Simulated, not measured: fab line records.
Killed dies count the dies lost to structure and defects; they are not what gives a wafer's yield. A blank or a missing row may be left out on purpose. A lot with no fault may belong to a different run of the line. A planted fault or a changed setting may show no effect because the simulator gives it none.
8D (eight disciplines) problem report, filled in by code ; flow n5-finfet ; the parts of the form that need people (team, actions taken, sign-off) are left out

## 1. WHAT WENT WRONG
Wafers without a fault read 37, standard deviation 9.7; killed-at-front-end at N5_PASSIVATION_PROBE_49 reads a mean of 169 on 6 wafers belonging to 2 lots. Measured from the usual mean, that is +14 standard deviations.
Seen first at day 16 21:35 on prober-02, wafer L188.2. The record has a number at this step for 6 wafers belonging to 2 lots. Rule for "out", or "out of limits": more than 4 standard deviations from the usual mean. All remaining wafers that have a number are taken as sound.

## 2. WHAT IT IS AND WHAT IT IS NOT
question;is;is not
which readings at this step;killed-at-front-end, defect-limited-yield, killed-dies, sort_bin_5_function, sort-n-pass, sort-yield-pct;killed_at_M0_to_M3, killed-at-contacts, killed-short, sort_bin_6_memory, sort_bin_8_speed
which lots;L188, L190;-
which wafers of those lots;all that have a number;-
read on which tools;prober-02;-
when;from day 16 21:35;up to then (0 sound wafers)

## 3. WHAT RULES OUT EACH SUSPECT
Counting: any tool at a process step up to the reading is kept as a suspect provided that every lot that is out went through it and no sound lot did after the first of them.
- rie-diel-06 at N5_HKMG_FIN_ETCH_31 (etches SiARC in CF4, target depth 45.5 nm, time 75.8 s): kept. It ran every lot that is out, first L188 (day 7 04:20), and no sound lot after that.
- prober-02 at N5_PASSIVATION_PROBE_49: kept. It ran every lot that is out, first L188 (day 16 21:35), and no sound lot after that. On those wafers its own readings are out: defect-limited-yield, killed-at-front-end, killed-dies, sort_bin_5_function, sort-n-pass, sort-yield-pct.
The count leaves prober-02 at N5_PASSIVATION_PROBE_49 and rie-diel-06 at N5_HKMG_FIN_ETCH_31.

## 4. THE CAUSE (what the simulator had put in)
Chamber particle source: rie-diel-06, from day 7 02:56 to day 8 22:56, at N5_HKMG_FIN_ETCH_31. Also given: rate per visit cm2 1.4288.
Counting leaves 2 suspects; this tool is one of them.

## 5. THE CHAIN OF EFFECTS, in route order
Rows list readings where the struck wafers' mean (over those with a number) sits beyond 3 standard deviations from the usual. Scope: only readings with a usual standard deviation given in the record; hours: median across lots of the time from each lot's start at the first step in this table that gives one to its start at this step; sigmas: change in usual standard deviations.
hours;step;reading;usual;on struck wafers;change;sigmas
0;N5_PASSIVATION_PROBE_49;defect-limited-yield;91.4 %;80.7;-10.7;-8.9
0;N5_PASSIVATION_PROBE_49;killed-at-front-end;37;169;+132;+14
0;N5_PASSIVATION_PROBE_49;killed-dies;102;228;+126;+8.4
0;N5_PASSIVATION_PROBE_49;sort_bin_5_function;5.1 %;11.9;+6.8;+8.4
0;N5_PASSIVATION_PROBE_49;sort-n-pass;1078;952;-126;-8.4
0;N5_PASSIVATION_PROBE_49;sort-yield-pct;91.4 %;80.7;-10.7;-8.9
The process steps in it:
- N5_PASSIVATION_PROBE_49

## 6. WHAT WOULD HAVE CAUGHT IT SOONER
In this record the first reading out of limits was taken at day 16 21:35, 235 hours after the fault began at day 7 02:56.
Tool readings at N5_HKMG_FIN_ETCH_31 with a usual standard deviation given in the record: none out on any struck wafer, hence no alarm at a limit of 4 standard deviations on them.
The start of N5_HKMG_FIN_ETCH_31 on rie-diel-06 came by day 16 21:35 for every one of the lots that are out (2). None of them would have been spared by holding the tool at that moment.
